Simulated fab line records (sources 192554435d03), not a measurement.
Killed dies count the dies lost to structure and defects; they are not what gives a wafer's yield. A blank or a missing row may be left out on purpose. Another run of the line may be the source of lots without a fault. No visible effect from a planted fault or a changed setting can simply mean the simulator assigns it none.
fab line records	flow n5-finfet	part 1 of 2: steps 1 to 4 of 6
record lots=21	wafers=63	last-day=17
route steps=1938 shown BEOL_M10@1490 BEOL_M11@1537
lots that met no fault: taken from a fault-free run of the same line
start-h: the number of hours between the record's first day and the start of the first shown wafer of the lot	wait-h: hours elapsed since this lot's preceding step	" repeats the value in the row above	L1.1+2: one row covering several wafers at once	- either no value or no given start	* or withheld: withheld	< > ~ a bound
route shown NAME@n: NAME is a module with steps in the file, n the number in the route of the first one	usual: mean and standard deviation over wafers with no fault	same: alike in all rows	chamber/n: place in a boat	sites: each site's reading	_std_site: standard deviation of those values	_edge_site: mean of outer sites minus mean of inner sites	radius-mm: how far each site lies from the wafer's centre	mask NAME#n: copy n	behind: the most recent tool/chamber to have shaped the wafer	hold: cause of the lot's hold/its duration in hours/its outcome	device: the transistor (n, p or np) that didn't switch	end of line: tests of these same wafers at the route's end	a step given without rows: its recipe and nothing more	killed: dies lost to structure and defects at the first sort, not the wafer's yield	map: the dies of a wafer, with x for killed, . for not killed, _ for no die there
set.NAME: the setting as run; set.NAME@STEP: as run at that earlier step	model.NAME: the simulator's own value behind a step, which no gauge read
steps of the route over a sample of lots; a table a step, a row a wafer
services: a tool's chamber out of use, with start hour (start-h, from the record's first day; less than 0 if before it), hours out, and reason
## steps
# step N5_BEOL_M10_STRIP_67
# recipe chemistry=CF4	resist=SiARC	power-w=300	bias-power-w=75	pressure-mtorr=50	cf4-flow-sccm=150	rf-frequency-hz=6e+07
# usual drypump-motor-current-A=5.5/0.5	oes-product-au=0.82/0.083	rf-vpp-V=270.7/1.3	showerhead-plenum-p-Torr=1.78/0.04	throttle-valve-pct=13.56/0.2
lot.wafer	tool	chamber	start-h	wait-h	drypump-motor-current-A	oes-product-au	rf-hours-counter-h	rf-vpp-V	showerhead-plenum-p-Torr	throttle-valve-pct
L075.2	rie-diel-03	2	225.25	0.0	5.8	0.87	59	272.0	1.80	13.19
L075.5	"	2	"	"	5.8	0.86	-	271.5	1.80	13.20
L075.6	"	1	"	"	5.9	0.89	-	270.4	1.74	13.36
L076.3	rie-diel-05	0	228.04	0.0	5.9	0.84	62	270.4	1.75	13.64
L076.4	"	1	"	"	5.1	0.83	-	271.9	1.81	13.39
L076.6	"	0	"	"	5.9	0.85	-	269.7	1.75	13.65
L077.2	rie-diel-05	0	228.40	0.0	5.9	0.85	62	269.4	1.75	13.65
L077.4	"	3	"	"	6.1	0.70	-	271.4	1.78	13.89
L077.6	"	0	"	"	5.9	0.85	-	270.6	1.75	13.66
L074.1	rie-diel-03	0	242.49	0.0	6.2	0.92	24	270.1	1.78	13.63
L074.3	"	3	"	"	5.5	0.94	8	270.7	1.85	13.47
L074.5	"	2	"	"	5.8	0.86	-	271.5	1.80	13.21
L078.4	rie-diel-03	3	245.79	0.0	5.5	0.93	10	270.6	1.85	13.48
L078.5	"	3	"	"	5.5	0.93	-	271.5	1.85	13.47
L078.6	"	0	"	"	6.2	0.91	-	270.5	1.78	13.63
L080.2	rie-diel-03	0	248.67	0.0	6.2	0.92	27	269.7	1.78	13.65
L080.3	"	3	"	"	5.5	0.92	11	273.2	1.85	13.46
L080.6	"	3	"	"	5.5	0.93	-	274.7	1.85	13.47
L081.1	rie-diel-05	2	254.51	0.0	4.8	0.72	189	269.1	1.71	13.73
L081.4	"	3	"	"	6.1	0.69	229	270.9	1.78	13.91
L081.5	"	0	"	"	5.9	0.83	-	270.1	1.75	13.68
L082.2	rie-diel-05	1	263.50	0.0	5.1	0.82	67	270.5	1.81	13.41
L082.4	"	0	"	"	5.9	0.83	77	270.0	1.75	13.68
L082.5	"	1	"	"	5.1	0.82	-	271.3	1.81	13.40
L083.1	rie-diel-06	1	273.85	0.0	5.9	0.97	4	270.4	1.76	13.47
L083.3	"	0	"	"	5.3	0.84	68	272.9	1.82	13.28
L083.4	"	3	"	"	4.8	0.68	242	270.5	1.82	13.86
L086.2	rie-diel-03	0	288.89	0.0	6.3	0.89	41	268.2	1.78	13.66
L086.4	"	1	"	"	5.8	0.86	52	271.3	1.74	13.42
L086.5	"	2	"	"	5.8	0.84	-	272.4	1.79	13.25
L085.2	rie-diel-05	3	290.32	0.0	6.1	0.69	240	269.7	1.77	13.93
L085.3	"	2	"	"	4.8	0.71	201	270.4	1.70	13.76
L085.6	"	1	"	"	5.1	0.80	-	272.7	1.81	13.43
L087.1	rie-diel-03	2	298.50	0.0	5.8	0.83	87	272.7	1.79	13.29
L087.5	"	1	"	"	5.9	0.85	-	272.2	1.73	13.43
L087.6	"	0	"	"	6.3	0.88	-	270.3	1.78	13.68
L088.4	rie-diel-06	0	305.15	0.0	5.3	0.82	-	272.4	1.82	13.31
L088.5	"	2	"	"	4.7	0.86	-	270.4	1.77	13.56
L088.6	"	1	"	"	5.9	0.93	-	269.7	1.76	13.50
L089.2	rie-diel-03	0	309.43	0.0	6.3	0.88	50	269.1	1.78	13.70
L089.5	"	1	"	"	5.8	0.85	-	271.2	1.73	13.43
L089.6	"	2	"	"	5.8	0.83	-	269.9	1.79	13.26
L091.2	rie-diel-05	0	315.25	0.0	5.9	0.81	92	272.1	1.75	13.73
L091.5	"	2	"	"	4.8	0.70	-	268.4	1.70	13.81
L091.6	"	3	"	"	6.1	0.69	-	270.9	1.77	13.94
L090.2	rie-diel-05	2	325.80	0.0	4.9	0.70	214	269.8	1.70	13.80
L090.3	"	1	"	"	5.1	0.79	87	271.1	1.81	13.45
L090.5	"	0	"	"	5.9	0.80	-	271.2	1.74	13.74
L092.2	rie-diel-06	1	329.27	0.0	5.9	0.91	28	269.9	1.76	13.51
L092.4	"	0	"	"	5.2	0.80	91	272.0	1.82	13.32
L092.5	"	3	"	"	4.8	0.97	-	272.0	1.82	13.32
L093.2	rie-diel-03	3	332.30	0.0	5.5	0.87	40	272.5	1.84	13.53
L093.3	"	0	"	"	6.3	0.87	59	269.6	1.77	13.72
L093.6	"	3	"	"	5.5	0.87	-	272.2	1.84	13.54
L095.2	rie-diel-05	2	339.44	0.0	4.9	0.70	220	269.4	1.70	13.80
L095.4	"	2	"	"	4.8	0.69	-	268.6	1.70	13.81
L095.5	"	3	"	"	6.1	0.99	-	270.8	1.77	13.40
L097.3	rie-diel-05	3	352.97	0.0	6.1	0.97	5	271.0	1.77	13.39
L097.4	"	2	"	"	4.8	0.70	225	269.7	1.70	13.81
L097.6	"	2	"	"	4.8	0.69	-	270.6	1.70	13.82
L096.1	rie-diel-05	2	356.48	0.0	4.8	0.69	226	269.3	1.70	13.81
L096.4	"	0	"	"	5.8	0.79	104	268.4	1.74	13.74
L096.6	"	0	"	"	5.9	0.80	-	269.9	1.74	13.74
# step N5_BEOL_M10_DESCUM_33
# recipe chemistry=O2	time-s=7.9	source-power-w=50	bias-power-w=20	pressure-mtorr=20	rf-frequency-hz=2.712e+07	temp-c=40	resist=CAR-ArF	o2-flow-sccm=225
# usual drypump-motor-current-A=5.4/0.53	oes-product-au=0.82/0.088	rf-fwd-power-W=49.40/0.25	rf-vpp-V=242.8/1.2	showerhead-plenum-p-Torr=2.08/0.052	throttle-valve-pct=20.49/0.19
lot.wafer	tool	chamber	start-h	wait-h	drypump-motor-current-A	oes-product-au	rf-fwd-power-W	rf-hours-counter-h	rf-vpp-V	showerhead-plenum-p-Torr	throttle-valve-pct
L075.2	rie-diel-03	2	227.37	1.4	5.8	0.86	49.38	60	244.8	2.15	20.43
L075.5	"	3	"	"	5.5	0.96	49.49	-	243.9	2.15	20.43
L075.6	"	2	"	"	5.8	0.85	49.07	-	243.6	2.15	20.43
L076.3	rie-diel-05	1	229.81	0.8	5.1	0.82	49.50	54	245.2	2.12	20.30
L076.4	"	0	"	"	5.9	0.84	49.54	-	242.9	2.02	20.37
L076.6	"	3	"	"	6.1	0.68	49.78	-	242.6	2.08	20.72
L077.2	rie-diel-03	3	229.93	0.7	5.5	0.95	49.61	3	243.3	2.15	20.43
L077.4	"	2	"	"	5.8	0.86	49.18	61	245.1	2.15	20.43
L077.6	"	1	"	"	5.9	0.88	49.59	-	242.6	2.05	20.42
L074.1	rie-diel-06	0	243.25	0.0	5.3	0.86	48.93	54	244.2	2.12	20.08
L074.3	"	2	"	"	4.7	0.92	49.52	13	243.1	2.07	20.54
L074.5	"	3	"	"	4.8	0.67	49.64	-	243.4	2.17	20.85
L078.4	rie-diel-03	3	247.17	0.0	5.5	0.91	49.28	10	245.2	2.15	20.45
L078.5	"	2	"	"	5.8	0.84	49.03	-	245.0	2.14	20.43
L078.6	"	3	"	"	5.5	0.92	49.32	-	244.1	2.15	20.44
L080.2	rie-diel-05	3	249.73	0.0	6.1	0.67	49.54	227	242.5	2.08	20.74
L080.3	"	2	"	"	4.9	0.72	49.20	187	240.6	2.01	20.69
L080.6	"	1	"	"	5.1	0.82	49.57	-	244.4	2.12	20.31
L081.1	rie-diel-06	2	256.65	0.1	4.7	0.90	49.34	20	242.5	2.07	20.55
L081.4	"	0	"	"	5.3	0.84	49.09	-	243.3	2.12	20.09
L081.5	"	3	"	"	4.8	0.66	49.65	-	244.4	2.17	20.83
L082.2	rie-diel-03	1	264.84	0.2	5.9	0.87	49.48	48	242.9	2.05	20.43
L082.4	"	3	"	"	5.5	0.91	49.09	16	244.1	2.15	20.48
L082.5	"	1	"	"	5.9	0.88	49.55	-	240.9	2.05	20.43
L083.1	rie-diel-06	1	276.57	0.0	5.9	0.96	50.13	4	242.8	2.05	20.48
L083.3	"	3	"	"	4.8	0.66	49.68	243	244.6	2.17	20.87
L083.4	"	0	"	"	5.2	0.83	49.28	69	245.3	2.11	20.10
L086.2	rie-diel-06	2	292.77	0.0	4.7	0.88	49.22	34	243.1	2.06	20.59
L086.4	"	0	"	"	5.2	0.82	49.27	75	243.5	2.11	20.11
L086.5	"	3	"	"	4.8	0.67	49.59	-	243.4	2.16	20.87
L085.2	rie-diel-05	2	293.24	0.3	4.8	0.71	49.45	201	241.8	2.01	20.72
L085.3	"	3	"	"	6.1	0.67	49.42	241	241.0	2.07	20.77
L085.6	"	2	"	"	4.8	0.71	49.53	-	243.0	2.01	20.72
L087.1	rie-diel-03	2	300.69	0.0	5.8	0.83	49.28	88	244.1	2.14	20.49
L087.5	"	0	"	"	6.3	0.90	49.05	-	243.7	2.04	20.46
L087.6	"	3	"	"	5.5	0.87	49.19	-	244.8	2.14	20.50
L088.4	rie-diel-06	0	308.35	0.3	5.3	0.82	49.01	-	244.2	2.11	20.13
L088.5	"	1	"	"	5.9	0.92	49.77	-	242.7	2.05	20.49
L088.6	"	2	"	"	4.7	0.87	49.55	-	242.4	2.06	20.59
L089.2	rie-diel-05	0	311.13	0.0	5.9	0.82	49.58	91	242.5	2.01	20.42
L089.5	"	3	"	"	6.1	0.67	49.44	-	242.7	2.07	20.77
L089.6	"	2	"	"	4.8	0.71	49.07	-	241.9	2.01	20.74
L091.2	rie-diel-06	1	317.02	0.0	5.9	0.91	49.66	22	243.9	2.04	20.50
L091.5	"	1	"	"	5.9	0.90	49.69	-	242.4	2.04	20.51
L091.6	"	2	"	"	4.7	0.86	49.27	-	242.2	2.06	20.60
L090.2	rie-diel-06	0	327.66	0.0	5.3	0.83	49.11	91	242.5	2.10	20.13
L090.3	"	1	"	"	5.9	0.91	49.66	27	242.3	2.04	20.49
L090.5	"	2	"	"	4.7	0.86	49.65	-	241.3	2.06	20.60
L092.2	rie-diel-03	2	330.19	0.0	5.8	0.82	49.28	99	242.5	2.13	20.50
L092.4	"	0	"	"	6.3	0.88	48.81	58	243.8	2.03	20.48
L092.5	"	0	"	"	6.3	0.88	48.83	-	242.3	2.03	20.49
L093.2	rie-diel-05	1	335.26	0.2	5.1	0.79	49.20	92	243.5	2.11	20.37
L093.3	"	0	"	"	5.8	0.81	49.73	99	242.4	2.00	20.44
L093.6	"	0	"	"	5.9	0.80	49.59	-	242.2	2.00	20.44
L095.2	rie-diel-06	3	341.10	0.0	4.8	0.94	49.74	7	244.1	2.16	20.43
L095.4	"	0	"	"	5.2	0.80	49.24	96	242.4	2.10	20.14
L095.5	"	1	"	"	5.9	0.89	49.91	-	242.7	2.04	20.52
L097.3	rie-diel-05	3	355.61	0.5	6.1	0.96	49.50	6	242.4	2.07	20.42
L097.4	"	1	"	"	5.1	0.78	49.42	100	241.6	2.11	20.39
L097.6	"	2	"	"	4.8	0.69	49.37	-	240.4	2.00	20.77
L096.1	rie-diel-06	1	357.80	0.0	5.9	0.88	49.44	38	244.0	2.04	20.51
L096.4	"	3	"	"	4.8	0.94	49.91	13	244.9	2.16	20.45
L096.6	"	2	"	"	4.7	0.85	49.38	-	243.0	2.05	20.61
# step N5_BEOL_M10_DEP_56
# recipe material=SiCN	target-thk-a=150	temp-c=withheld	precursor=3MS/NH3	pressure-torr=3	rf-w=202	time-s=26.5
# usual rf-fwd-power-W=199.6/0.71	showerhead-plenum-p-Torr=3.663/0.015	showerhead-vpp-V=846/57	throttle-valve-pct=9.2/0.49
lot.wafer	tool	chamber	start-h	wait-h	rf-fwd-power-W	showerhead-plenum-p-Torr	showerhead-vpp-V	throttle-valve-pct
L075.2	pecvd-01	1	231.35	0.0	199.6	3.663	860	8.5
L075.5	"	2	"	"	201.5	3.691	836	8.6
L075.6	"	1	"	"	199.9	3.665	871	8.9
L076.3	pecvd-01	1	234.44	0.0	199.1	3.670	858	8.6
L076.4	"	2	"	"	199.8	3.682	849	8.8
L076.6	"	1	"	"	199.2	3.671	860	9.0
L077.2	pecvd-02	1	234.73	0.0	199.7	3.660	993	9.6
L077.4	"	0	"	"	199.1	3.679	976	8.6
L077.6	"	1	"	"	200.1	3.672	984	9.4
L074.1	pecvd-04	2	246.48	0.0	199.9	3.667	814	9.7
L074.3	"	0	"	"	198.8	3.653	786	9.1
L074.5	"	0	"	"	198.5	3.656	783	9.1
L078.4	pecvd-01	0	250.60	0.0	199.6	3.661	787	9.0
L078.5	"	1	"	"	199.5	3.659	863	8.8
L078.6	"	2	"	"	200.3	3.683	841	8.7
L080.2	pecvd-04	2	254.79	0.0	200.6	3.648	819	10.2
L080.3	"	0	"	"	198.3	3.657	783	8.9
L080.6	"	0	"	"	198.6	3.651	792	9.1
L081.1	pecvd-04	1	260.12	0.0	201.0	3.633	831	9.3
L081.4	"	0	"	"	199.9	3.661	791	9.2
L081.5	"	1	"	"	199.6	3.636	852	9.3
L082.2	pecvd-01	0	268.60	0.0	199.4	3.670	801	8.9
L082.4	"	1	"	"	198.9	3.669	866	9.0
L082.5	"	0	"	"	198.6	3.672	806	9.0
L083.1	pecvd-01	2	279.83	0.0	200.5	3.675	833	8.8
L083.3	"	1	"	"	198.5	3.660	857	8.9
L083.4	"	2	"	"	200.5	3.684	853	8.6
L086.2	pecvd-04	0	295.86	0.0	198.2	3.648	799	9.0
L086.4	"	2	"	"	199.0	3.666	816	10.2
L086.5	"	2	"	"	199.0	3.663	812	10.1
L085.2	pecvd-04	2	297.10	0.0	199.6	3.658	809	9.8
L085.3	"	0	"	"	199.2	3.650	795	9.1
L085.6	"	0	"	"	199.4	3.651	775	9.0
L087.1	pecvd-02	1	304.45	0.0	199.6	3.662	976	9.5
L087.5	"	1	"	"	200.4	3.672	993	9.6
L087.6	"	2	"	"	200.0	3.682	849	9.0
L088.4	pecvd-04	0	312.23	0.0	198.2	3.645	804	8.9
L088.5	"	1	"	"	199.3	3.631	830	9.2
L088.6	"	2	"	"	198.5	3.650	818	10.0
L089.2	pecvd-02	0	314.36	0.0	199.8	3.680	967	8.8
L089.5	"	1	"	"	199.4	3.659	993	9.5
L089.6	"	0	"	"	199.6	3.689	943	8.4
L091.2	pecvd-01	2	320.13	0.0	199.0	3.670	850	8.9
L091.5	"	0	"	"	199.7	3.664	783	9.1
L091.6	"	1	"	"	199.4	3.661	873	8.7
L090.2	pecvd-04	1	330.52	0.0	199.5	3.638	831	9.3
L090.3	"	0	"	"	199.3	3.649	773	8.9
L090.5	"	0	"	"	198.9	3.656	787	8.9
L092.2	pecvd-04	2	332.96	0.0	199.4	3.658	819	10.3
L092.4	"	1	"	"	199.2	3.632	818	9.2
L092.5	"	2	"	"	199.2	3.654	823	10.2
L093.2	pecvd-01	2	338.26	0.0	199.7	3.681	829	8.8
L093.3	"	0	"	"	198.9	3.668	798	9.2
L093.6	"	0	"	"	199.1	3.666	809	8.9
L095.2	pecvd-01	0	345.82	0.0	199.5	3.667	802	9.0
L095.4	"	2	"	"	199.9	3.676	845	8.6
L095.5	"	0	"	"	199.3	3.660	785	9.0
L097.3	pecvd-02	0	360.16	0.0	199.6	3.694	959	8.5
L097.4	"	0	"	"	199.3	3.683	972	8.6
L097.6	"	2	"	"	200.4	3.682	860	9.3
L096.1	pecvd-01	1	360.54	0.0	199.8	3.662	859	9.0
L096.4	"	2	"	"	200.4	3.673	844	8.8
L096.6	"	1	"	"	199.6	3.666	874	9.0
# step N5_BEOL_M11_CURE_71
# recipe temp-c=385	time-s=240	ambient=He/Ar	material=SiCOH_lowk
# usual lamp-power-pct=52.31/0.053	wafer_temp_C_max=387.0/0.54
lot.wafer	tool	chamber	start-h	wait-h	lamp-power-pct	wafer_temp_C_max
L075.2	uv-cure-01	0	231.88	0.4	52.21	387.8
L075.5	"	0	"	"	52.28	386.8
L075.6	"	0	"	"	52.31	387.0
L076.3	uv-cure-03	1	234.85	0.2	52.26	386.8
L076.4	"	1	"	"	52.19	386.6
L076.6	"	1	"	"	52.43	386.9
L077.2	uv-cure-02	2	235.05	0.2	52.28	387.5
L077.4	"	2	"	"	52.37	386.6
L077.6	"	2	"	"	52.33	386.5
L074.1	uv-cure-02	1	246.69	0.0	52.32	386.0
L074.3	"	1	"	"	52.34	386.4
L074.5	"	1	"	"	52.29	386.3
L078.4	uv-cure-02	2	251.04	0.3	52.30	387.1
L078.5	"	2	"	"	52.24	386.0
L078.6	"	2	"	"	52.33	386.6
L080.2	uv-cure-02	1	255.08	0.1	52.42	386.7
L080.3	"	1	"	"	52.28	386.7
L080.6	"	1	"	"	52.27	386.7
L081.1	uv-cure-01	0	260.34	0.0	52.30	386.7
L081.4	"	0	"	"	52.34	386.9
L081.5	"	0	"	"	52.31	387.5
L082.2	uv-cure-03	2	268.90	0.1	52.23	387.2
L082.4	"	2	"	"	52.37	388.0
L082.5	"	2	"	"	52.35	387.8
L083.1	uv-cure-03	2	280.12	0.1	52.30	387.6
L083.3	"	2	"	"	52.29	387.9
L083.4	"	2	"	"	52.28	388.8
L086.2	uv-cure-03	1	296.19	0.1	52.28	387.1
L086.4	"	1	"	"	52.28	387.1
L086.5	"	1	"	"	52.35	386.5
L085.2	uv-cure-03	0	297.44	0.2	52.35	386.7
L085.3	"	0	"	"	52.22	386.8
L085.6	"	0	"	"	52.31	386.0
L087.1	uv-cure-03	0	304.67	0.0	52.29	386.4
L087.5	"	0	"	"	52.24	386.7
L087.6	"	0	"	"	52.36	386.7
L088.4	uv-cure-02	2	312.66	0.3	52.28	386.9
L088.5	"	2	"	"	52.35	386.8
L088.6	"	2	"	"	52.37	386.3
L089.2	uv-cure-01	2	314.67	0.1	52.23	387.4
L089.5	"	2	"	"	52.30	388.1
L089.6	"	2	"	"	52.33	386.8
L091.2	uv-cure-02	1	320.43	0.1	52.39	386.7
L091.5	"	1	"	"	52.28	386.6
L091.6	"	1	"	"	52.30	386.8
L090.2	uv-cure-01	2	330.86	0.2	52.30	387.0
L090.3	"	2	"	"	52.31	386.9
L090.5	"	2	"	"	52.28	386.6
L092.2	uv-cure-03	0	333.25	0.1	52.36	386.7
L092.4	"	0	"	"	52.33	386.6
L092.5	"	0	"	"	52.27	386.6
L093.2	uv-cure-01	0	338.56	0.1	52.19	387.2
L093.3	"	0	"	"	52.31	387.4
L093.6	"	0	"	"	52.19	387.4
L095.2	uv-cure-03	2	346.11	0.1	52.31	387.7
L095.4	"	2	"	"	52.42	387.5
L095.5	"	2	"	"	52.39	387.7
L097.3	uv-cure-02	0	360.53	0.2	52.29	386.6
L097.4	"	0	"	"	52.21	386.9
L097.6	"	0	"	"	52.31	386.5
L096.1	uv-cure-01	2	360.92	0.2	52.31	387.1
L096.4	"	2	"	"	52.38	386.6
L096.6	"	2	"	"	52.28	386.9
